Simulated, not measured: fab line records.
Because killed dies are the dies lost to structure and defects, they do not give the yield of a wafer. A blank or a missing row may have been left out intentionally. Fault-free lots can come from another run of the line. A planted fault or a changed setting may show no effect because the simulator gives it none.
fab line records | flow nand_harc | part 1 of 2: steps 1 to 4 of 6
[record] lots = 24 wafers = 72 last_day = 34
route steps=1302 shown A_STAIRCASE@881 A_SLIT@922 A_WL_FILL@957
lots with no fault: from the same line, run without faults
start_h: hours from the record's first day to the start of the lot's first wafer shown | wait_h: time in hours since the lot's previous step | " the same as in the row above | L1.1+2: one row covering several wafers at once | - no value, or no start given | * or withheld: withheld | < > ~ a bound
route shown NAME@n: names a module that has steps shown in the file, with the first one's number in the route | usual: mean/standard deviation of fault-free wafers | same: alike in all rows | chamber/n: place in a boat | sites: the reading at each site | _std_site: how widely they spread, as a standard deviation | _edge_site: inner sites' mean taken away from outer sites' mean | radius_mm: how far each site lies from the wafer's centre | mask NAME#n: copy n | behind: tool/chamber where the wafer was last shaped | hold: why the lot was held/for how many hours/how that ended | device: transistor that didn't switch, given as n, p or np | end of line: the tests these same wafers got at the end of their route | a step without rows: its recipe alone | killed: dies that structure and defects cost at the first sort, which is not the same as the wafer's yield | map: the dies of a wafer, with x for killed, . for not killed, _ for no die there
set.NAME: the setting as run; set.NAME@STEP: as run at that earlier step | model.NAME: the simulator's own value behind a step, which no gauge read
a sample of lots followed through the steps of the route, with each step as a table and each wafer as a row
services: when a tool's chamber went out of use (start_h, in hours from the record's first day, below 0 if earlier), for how many hours, and the reason
[[steps]]
[step NHARC_A_STAIRCASE_ETCHBACK_422]
[recipe] target_depth_a = 400 over_etch_frac = 0.3 time_s = 74.286 ion_energy_ev = 120 ch3f_flow_sccm = 50 o2_flow_sccm = 30 ar_flow_sccm = 200 rf_w = 500 bias_w = 100 chemistry = CH3F/O2
[usual] drypump_motor_current_A = 5.7/0.38 oes_product_au = 0.98/0.038 rf_vpp_V = 244.8/2 showerhead_plenum_p_Torr = 2.49/0.13 throttle_valve_pct = 20.663/0.0095
// columns lot.wafer tool chamber start_h wait_h drypump_motor_current_A oes_product_au rf_hours_counter_h rf_vpp_V showerhead_plenum_p_Torr throttle_valve_pct
L075.3 rie_diel-04 3 437.68 0.2 5.2 0.92 25 241.7 2.30 20.661
L075.5 " 2 " " 5.4 0.92 - 244.6 2.44 20.656
L075.6 " 3 " " 5.2 0.93 - 241.5 2.30 20.662
L074.1 rie_diel-04 0 444.92 0.2 5.5 0.92 19 247.5 2.65 20.652
L074.4 " 1 " " 6.0 0.91 25 245.5 2.63 20.688
L074.6 " 2 " " 5.4 0.91 - 243.9 2.44 20.666
L076.3 rie_diel-11 2 457.20 0.1 5.7 1.00 3 243.5 2.36 20.669
L076.6 " 2 " " 5.7 1.01 - 243.9 2.36 20.678
L076.5 " 3 " " 5.2 1.00 - 244.6 2.51 20.670
L077.2 rie_diel-03 3 473.58 0.1 6.3 0.98 2 244.5 2.52 20.670
L077.3 " 1 " " 5.3 0.99 4 242.5 2.38 20.674
L077.5 " 0 " " 5.7 1.00 - 246.6 2.61 20.656
L078.4 rie_diel-03 3 473.81 0.2 6.3 1.01 2 245.5 2.52 20.666
L078.5 " 0 " " 5.7 1.00 - 247.5 2.61 20.670
L078.6 " 1 " " 5.3 0.99 - 244.1 2.38 20.672
L079.1 rie_diel-03 2 492.77 0.1 6.1 0.94 13 247.8 2.66 20.664
L079.4 " 3 " " 6.3 0.92 8 243.9 2.52 20.660
L079.2 " 0 " " 5.6 0.93 8 246.0 2.61 20.660
L080.3 rie_diel-04 0 492.82 0.2 5.6 0.94 38 247.4 2.64 20.671
L080.1 " 1 " " 6.0 0.91 43 247.1 2.62 20.670
L080.5 " 0 " " 5.5 0.93 - 246.9 2.64 20.668
L081.3 rie_diel-03 1 509.74 0.1 5.3 1.00 16 244.2 2.38 20.651
L081.1 " 3 " " 6.3 1.01 12 244.8 2.52 20.666
L081.2 " 0 " " 5.7 1.00 12 245.7 2.61 20.672
L082.3 rie_diel-11 0 520.66 0.1 5.5 0.93 23 241.4 2.29 20.654
L082.1 " 1 " " 6.2 0.94 25 244.1 2.37 20.654
L082.5 " 3 " " 5.2 0.92 - 245.3 2.50 20.671
L083.2 rie_diel-11 1 535.51 0.2 6.2 1.04 31 244.2 2.37 20.666
L083.5 " 2 " " 5.7 1.00 - 242.8 2.34 20.666
L083.6 " 3 " " 5.2 1.01 - 245.1 2.50 20.665
L086.2 rie_diel-03 3 535.84 0.2 6.3 0.91 21 242.8 2.52 20.656
L086.5 " 0 " " 5.7 0.93 - 245.8 2.61 20.664
L086.6 " 1 " " 5.3 0.93 - 241.9 2.37 20.655
L084.3 rie_diel-03 2 536.27 0.5 6.1 1.02 26 245.7 2.65 20.674
L084.4 " 0 " " 5.6 1.02 19 247.3 2.61 20.670
L084.5 " 2 " " 6.1 1.03 - 248.5 2.65 20.659
L085.3 rie_diel-04 0 552.97 0.1 5.5 0.99 2 247.1 2.64 20.662
L085.4 " 1 " " 6.0 0.97 2 247.1 2.61 20.661
L085.5 " 3 " " 5.2 1.00 - 245.9 2.66 20.661
L087.4 rie_diel-04 2 564.04 0.1 5.4 1.02 4 243.4 2.42 20.646
L087.1 " 3 " " 5.2 0.99 4 248.4 2.66 20.666
L087.2 " 1 " " 6.0 0.99 4 247.7 2.61 20.669
L089.3 rie_diel-11 1 580.66 0.2 6.2 1.01 48 243.7 2.36 20.676
L089.2 " 3 " " 5.2 0.99 46 242.7 2.49 20.664
L089.6 " 0 " " 5.5 0.97 - 243.0 2.28 20.666
L088.4 rie_diel-04 2 580.89 0.1 5.4 1.01 10 243.3 2.42 20.651
L088.3 " 0 " " 5.5 1.00 10 246.7 2.63 20.659
L088.6 " 3 " " 5.2 0.99 - 247.0 2.66 20.663
L090.2 rie_diel-03 3 589.87 0.1 6.3 0.93 36 244.8 2.51 20.677
L090.1 " 0 " " 5.6 0.94 36 246.4 2.60 20.655
L090.3 " 1 " " 5.2 0.92 40 242.1 2.37 20.661
L092.1 rie_diel-11 2 608.43 0.1 5.6 0.92 59 242.5 2.33 20.655
L092.2 " 1 " " 6.2 0.94 57 242.9 2.36 20.662
L092.5 " 3 " " 5.2 0.94 - 244.5 2.49 20.643
L091.1 rie_diel-04 0 609.25 0.2 5.5 0.99 24 246.2 2.63 20.649
L091.2 " 1 " " 6.0 0.98 21 249.0 2.60 20.639
L091.3 " 2 " " 5.4 1.00 22 243.9 2.42 20.668
L093.1 rie_diel-11 3 620.94 0.2 5.1 0.99 0 245.8 2.49 20.649
L093.2 " 0 " " 5.5 0.98 0 247.3 2.66 20.658
L093.5 " 1 " " 6.2 1.03 - 243.6 2.36 20.661
L094.1 rie_diel-11 2 636.00 0.4 5.7 1.00 5 243.3 2.33 20.678
L094.3 " 0 " " 5.5 0.99 6 246.8 2.66 20.661
L094.5 " 0 " " 5.5 0.99 - 248.3 2.66 20.681
L095.3 rie_diel-11 2 636.09 0.4 5.7 0.99 5 242.6 2.33 20.648
L095.1 " 0 " " 5.5 1.00 6 246.3 2.66 20.669
L095.2 " 1 " " 6.2 1.03 5 243.5 2.36 20.651
L096.3 rie_diel-03 3 651.61 0.1 6.3 0.99 2 243.7 2.50 20.660
L096.4 " 0 " " 5.7 1.01 3 246.3 2.59 20.672
L096.1 " 1 " " 5.2 1.00 3 242.7 2.36 20.658
L097.2 rie_diel-11 0 664.82 0.2 5.5 0.98 18 247.6 2.65 20.680
L097.5 " 1 " " 6.2 1.03 - 241.5 2.35 20.681
L097.6 " 2 " " 5.7 0.99 - 243.1 2.33 20.680
[step NHARC_A_SLIT_DEP_25]
[recipe] target_thk_a = 2000 temp_c = 400 pressure_torr = 6.5 rf_w = 900 teos_flow_sccm = 161.4 flow_sccm = 2650 target_thk_nm = 200 gas = O2 material = SiO2
[usual] heater_power_w = 548/87 showerhead_vpp_V = 1834/77 throttle_valve_pct = 16.4/0.37
// columns lot.wafer tool chamber start_h wait_h heater_power_w showerhead_vpp_V throttle_valve_pct
L075.3 pecvd-04 1 448.18 0.1 401 1847 16.1
L075.5 " 2 " " 481 1884 16.5
L075.6 " 0 " " 603 1746 16.5
L074.1 pecvd-03 1 453.32 0.4 435 1808 16.5
L074.6 " 0 " " 494 1744 16.8
L074.4 " 1 " " 449 1846 16.6
L076.3 pecvd-03 0 468.88 0.1 582 1740 16.6
L076.5 " 1 " " 561 1827 16.8
L076.6 " 2 " " 509 1939 16.2
L077.2 pecvd-03 0 483.15 0.1 652 1770 16.9
L077.3 " 1 " " 559 1832 17.0
L077.5 " 2 " " 494 1941 16.1
L078.4 pecvd-03 2 483.49 0.2 519 1967 16.4
L078.6 " 0 " " 625 1729 16.8
L078.5 " 1 " " 540 1826 16.9
L080.1 pecvd-03 0 503.35 0.1 538 1759 16.9
L080.3 " 2 " " 526 1933 16.3
L080.5 " 1 " " 514 1833 17.0
L079.1 pecvd-04 2 503.46 0.2 500 1889 16.3
L079.2 " 0 " " 710 1746 16.6
L079.4 " 0 " " 708 1775 16.5
L081.1 pecvd-03 1 518.58 0.1 500 1845 16.8
L081.3 " 2 " " 478 1966 16.2
L081.2 " 0 " " 649 1767 16.9
L082.1 pecvd-01 1 533.98 0.1 456 1947 16.4
L082.3 " 0 " " 612 1876 16.2
L082.5 " 0 " " 613 1913 15.9
L086.2 pecvd-03 2 547.11 0.1 486 1921 16.0
L086.5 " 2 " " 505 1922 16.1
L086.6 " 1 " " 514 1810 17.0
L083.2 pecvd-01 0 547.19 0.1 517 1891 16.1
L083.5 " 2 " " 547 1706 16.6
L083.6 " 0 " " 526 1908 16.0
L084.3 pecvd-04 0 547.24 0.1 623 1764 16.7
L084.5 " 1 " " 506 1815 16.2
L084.4 " 2 " " 481 1863 16.4
L085.3 pecvd-01 0 564.03 0.1 588 1891 15.9
L085.5 " 1 " " 436 1922 16.6
L085.4 " 0 " " 615 1863 16.1
L087.2 pecvd-03 2 573.27 0.1 584 1920 15.6
L087.1 " 1 " " 571 1823 16.4
L087.4 " 0 " " 626 1735 16.0
L089.3 pecvd-01 2 592.76 0.1 501 1731 16.3
L089.2 " 0 " " 613 1903 16.5
L089.6 " 2 " " 527 1727 16.7
L088.3 pecvd-03 1 592.87 0.2 564 1827 16.5
L088.6 " 1 " " 593 1810 16.4
L088.4 " 2 " " 506 1956 15.6
L090.2 pecvd-04 1 599.17 0.1 539 1838 16.1
L090.1 " 2 " " 564 1874 16.5
L090.3 " 0 " " 737 1770 17.0
L092.2 pecvd-01 1 617.40 0.1 423 1922 16.7
L092.1 " 2 " " 439 1718 16.7
L092.5 " 2 " " 445 1731 16.6
L091.1 pecvd-04 1 617.40 0.1 517 1843 16.2
L091.3 " 2 " " 569 1862 16.1
L091.2 " 0 " " 707 1788 17.0
L093.2 pecvd-01 2 631.47 0.1 556 1716 16.5
L093.1 " 0 " " 606 1899 16.6
L093.5 " 1 " " 385 1913 16.8
L095.1 pecvd-04 2 645.60 0.1 636 1859 16.4
L095.3 " 0 " " 609 1764 16.1
L095.2 " 1 " " 511 1816 15.7
L094.3 pecvd-01 2 645.61 0.1 452 1690 16.2
L094.1 " 0 " " 505 1927 16.3
L094.5 " 2 " " 472 1697 16.7
L096.3 pecvd-04 0 661.01 0.1 742 1798 16.1
L096.1 " 1 " " 429 1834 15.6
L096.4 " 2 " " 617 1890 16.2
L097.2 pecvd-04 0 677.07 0.1 748 1725 16.2
L097.5 " 1 " " 508 1838 16.2
L097.6 " 2 " " 648 1861 16.4
[step NHARC_A_SLIT_OVL_MEAS_10]
[usual] overlay_x_nm = 0.0/0.8 overlay_y_nm = 0.0/0.77
// columns lot.wafer tool chamber start_h wait_h overlay_x_nm overlay_y_nm
L075.3 overlay-02 - 453.32 - -1.5 0.7
L075.5 " - " " -2.3 0.8
L075.6 " - " " -2.2 0.2
L074.1 overlay-01 - 458.12 - 0.6 1.7
L074.4 " - " " -0.3 1.3
L074.6 " - " " 0.1 1.3
L076.3 overlay-02 - 473.74 - -0.2 -0.9
L076.5 " - " " 0.3 -0.8
L076.6 " - " " 0.2 -0.5
L077.2 overlay-02 - 488.00 - 0.2 -0.1
L077.3 " - " " 0.0 -0.7
L077.5 " - " " -0.7 -0.9
L078.4 overlay-01 - 493.18 - -0.6 0.5
L078.5 " - " " -0.6 0.6
L078.6 " - " " -0.4 0.8
L080.1 overlay-02 - 510.80 - 0.5 1.3
L080.3 " - " " 0.0 1.3
L080.5 " - " " -0.1 1.6
L079.1 overlay-02 - 511.30 - 0.4 -0.5
L079.2 " - " " 0.5 -0.4
L079.4 " - " " 0.5 0.0
L081.1 overlay-02 - 524.70 - 0.8 0.5
L081.2 " - " " 0.5 0.8
L081.3 " - " " 0.4 1.2
L082.1 overlay-02 - 538.93 - -0.7 -0.8
L082.3 " - " " -0.4 -0.8
L082.5 " - " " 0.0 -0.5
L083.2 overlay-02 - 554.95 - 0.1 0.2
L083.5 " - " " 0.5 -0.6
L083.6 " - " " 0.8 -0.3
L086.2 overlay-02 - 555.35 - -0.6 -0.4
L086.5 " - " " -1.0 0.1
L086.6 " - " " -0.9 0.5
L084.3 overlay-02 - 555.82 - -0.1 0.1
L084.4 " - " " -0.2 0.1
L084.5 " - " " 0.1 0.1
L085.3 overlay-01 - 570.27 - 0.4 0.5
L085.4 " - " " -0.2 0.8
L085.5 " - " " 0.0 0.0
L087.1 overlay-01 - 578.33 - 0.1 0.4
L087.2 " - " " 0.0 0.6
L087.4 " - " " 0.3 0.6
L089.2 overlay-02 - 597.85 - 1.1 0.0
L089.3 " - " " 0.8 0.1
L089.6 " - " " 0.9 0.6
L088.3 overlay-01 - 597.88 - -1.5 -0.3
L088.4 " - " " -0.7 0.1
L088.6 " - " " -1.0 0.1
L090.1 overlay-02 - 605.24 - 0.6 -1.1
L090.2 " - " " 0.2 -1.0
L090.3 " - " " 0.3 -1.7
L092.1 overlay-02 - 623.67 - 0.9 0.2
L092.2 " - " " 0.2 -0.1
L092.5 " - " " 0.2 0.2
L091.1 overlay-01 - 624.26 - 1.8 -0.8
L091.2 " - " " 1.8 -1.3
L091.3 " - " " 1.0 -0.2
L093.1 overlay-01 - 636.21 - 0.4 0.1
L093.2 " - " " 0.4 -0.4
L093.5 " - " " -0.2 0.0
L095.1 overlay-02 - 650.92 - 0.9 -0.6
L095.2 " - " " 0.8 0.1
L095.3 " - " " 0.8 -0.1
L094.1 overlay-02 - 652.19 - -0.6 -1.2
L094.3 " - " " -0.7 -0.9
L094.5 " - " " -1.3 -1.3
L096.1 overlay-02 - 665.91 - -0.9 -0.3
L096.3 " - " " -1.0 -0.9
L096.4 " - " " -0.8 0.1
L097.2 overlay-02 - 683.47 - 0.3 -1.1
L097.5 " - " " 0.8 -1.2
L097.6 " - " " 0.5 -1.1
[step NHARC_A_SLIT_ETCH_24]
[recipe] target_depth_a = 1210 time_s = 60.5 cf4_flow_sccm = 100 chf3_flow_sccm = 30 ar_flow_sccm = 0 rf_w = 500 bias_w = 200 chemistry = CF4/CHF3
[usual] drypump_motor_current_A = 5.68/0.28 oes_product_au = 0.962/0.021 rf_vpp_V = 370.2/2 showerhead_plenum_p_Torr = 1.56/0.052 throttle_valve_pct = 16.801/0.0097
// columns lot.wafer tool chamber start_h wait_h drypump_motor_current_A oes_product_au rf_hours_counter_h rf_vpp_V showerhead_plenum_p_Torr throttle_valve_pct
L075.3 rie_diel-08 0 453.52 0.1 5.48 0.992 2 370.0 1.55 16.825
L075.5 " 1 " " 5.91 0.932 - 372.6 1.63 16.795
L075.6 " 2 " " 6.00 0.964 - 368.0 1.50 16.798
L074.1 rie_diel-08 3 458.30 0.1 5.25 0.968 3 368.5 1.48 16.799
L074.4 " 1 " " 5.90 0.962 3 372.6 1.63 16.780
L074.6 " 3 " " 5.24 0.955 - 366.9 1.48 16.806
L076.3 rie_diel-05 2 473.93 0.1 5.69 0.983 2 371.0 1.58 16.803
L076.6 " 0 " " 5.92 0.958 - 371.0 1.59 16.800
L076.5 " 1 " " 5.30 0.927 - 371.4 1.62 16.822
L077.2 rie_diel-05 2 488.18 0.1 5.69 0.970 4 370.3 1.58 16.781
L077.3 " 3 " " 5.61 0.966 5 371.4 1.58 16.807
L077.5 " 1 " " 5.30 0.976 - 372.8 1.62 16.796
L078.4 rie_diel-05 2 493.38 0.1 5.72 0.962 5 369.8 1.58 16.805
L078.5 " 3 " " 5.62 0.943 - 372.1 1.58 16.807
L078.6 " 0 " " 5.91 0.973 - 371.2 1.59 16.804
L080.1 rie_diel-01 1 511.01 0.1 5.40 0.940 2 368.5 1.58 16.804
L080.3 " 3 " " 6.19 0.966 8 367.1 1.49 16.797
L080.5 " 0 " " 5.69 0.973 - 367.9 1.53 16.786
L079.1 rie_diel-05 0 511.48 0.1 5.90 0.997 7 371.6 1.59 16.795
L079.4 " 1 " " 5.29 0.939 7 371.7 1.62 16.811
L079.2 " 2 " " 5.73 0.970 7 369.3 1.58 16.784
L081.2 rie_diel-05 2 524.88 0.1 5.70 0.996 8 373.0 1.58 16.794
L081.3 " 3 " " 5.62 0.958 9 370.1 1.58 16.807
L081.1 " 0 " " 5.90 0.973 8 371.1 1.59 16.809
L082.1 rie_diel-08 2 539.13 0.1 5.99 0.920 7 367.1 1.49 16.793
L082.3 " 3 " " 5.25 0.922 8 367.2 1.48 16.800
L082.5 " 1 " " 5.90 0.909 - 372.2 1.63 16.809
L083.2 rie_diel-05 1 555.14 0.1 5.31 0.960 10 372.6 1.62 16.798
L083.5 " 0 " " 5.90 0.981 - 371.8 1.59 16.807
L083.6 " 1 " " 5.28 0.937 - 372.0 1.62 16.804
L086.2 rie_diel-08 0 555.53 0.1 5.47 0.986 0 368.5 1.55 16.804
L086.5 " 0 " " 5.47 0.987 - 368.3 1.55 16.799
L086.6 " 1 " " 5.91 0.960 - 373.4 1.63 16.804
L084.3 rie_diel-05 2 556.01 0.1 5.74 0.995 11 371.6 1.57 16.793
L084.4 " 0 " " 5.88 0.964 11 370.4 1.59 16.810
L084.5 " 1 " " 5.29 0.953 - 370.5 1.62 16.789
L085.3 rie_diel-08 2 570.45 0.1 5.99 0.985 1 366.4 1.49 16.792
L085.4 " 0 " " 5.48 0.974 1 369.0 1.55 16.800
L085.5 " 3 " " 5.28 0.937 - 367.7 1.48 16.801
L087.4 rie_diel-08 1 578.51 0.1 5.91 0.918 2 371.5 1.62 16.810
L087.2 " 2 " " 6.00 0.933 2 367.7 1.49 16.817
L087.1 " 3 " " 5.28 0.908 2 366.2 1.47 16.785
L089.3 rie_diel-05 3 598.03 0.1 5.63 0.984 0 369.7 1.58 16.793
L089.2 " 2 " " 5.72 0.984 0 369.9 1.57 16.803
L089.6 " 3 " " 5.64 0.976 - 371.0 1.58 16.811
L088.4 rie_diel-01 0 598.06 0.1 5.73 0.977 1 368.8 1.52 16.795
L088.3 " 1 " " 5.42 0.944 1 371.2 1.58 16.806
L088.6 " 1 " " 5.38 0.952 - 372.2 1.58 16.803
L090.3 rie_diel-01 0 605.43 0.1 5.70 0.983 1 368.9 1.52 16.817
L090.2 " 1 " " 5.45 0.967 1 370.5 1.58 16.811
L090.1 " 2 " " 5.43 0.982 2 372.7 1.64 16.782
L092.2 rie_diel-08 2 623.87 0.1 6.00 0.994 4 367.6 1.49 16.801
L092.1 " 3 " " 5.26 0.955 4 367.0 1.47 16.825
L092.5 " 1 " " 5.91 0.980 - 372.0 1.62 16.798
L091.3 rie_diel-01 2 624.44 0.1 5.45 0.952 3 372.8 1.64 16.798
L091.2 " 3 " " 6.19 0.968 3 367.0 1.49 16.798
L091.1 " 0 " " 5.66 0.973 3 369.1 1.52 16.801
L093.2 rie_diel-08 2 636.40 0.1 6.00 0.994 5 367.3 1.49 16.800
L093.1 " 0 " " 5.46 0.964 6 369.6 1.54 16.797
L093.5 " 2 " " 6.00 0.994 - 368.9 1.49 16.817
L095.2 rie_diel-01 3 651.11 0.1 6.20 0.958 5 366.9 1.49 16.796
L095.1 " 0 " " 5.71 0.972 4 369.4 1.52 16.801
L095.3 " 2 " " 5.44 0.950 4 373.0 1.63 16.792
L094.3 rie_diel-08 0 652.37 0.1 5.47 0.924 7 371.1 1.54 16.794
L094.1 " 3 " " 5.31 0.926 7 367.1 1.47 16.804
L094.5 " 1 " " 5.90 0.925 - 372.0 1.62 16.805
L096.4 rie_diel-08 0 666.09 0.1 5.48 0.974 8 369.2 1.54 16.817
L096.1 " 2 " " 6.00 0.982 8 368.1 1.49 16.802
L096.3 " 3 " " 5.27 0.958 8 367.7 1.47 16.788
L097.2 rie_diel-01 2 683.68 0.1 5.45 0.958 5 371.6 1.63 16.809
L097.6 " 0 " " 5.74 0.981 - 367.9 1.52 16.789
L097.5 " 1 " " 5.42 0.954 - 371.3 1.58 16.794
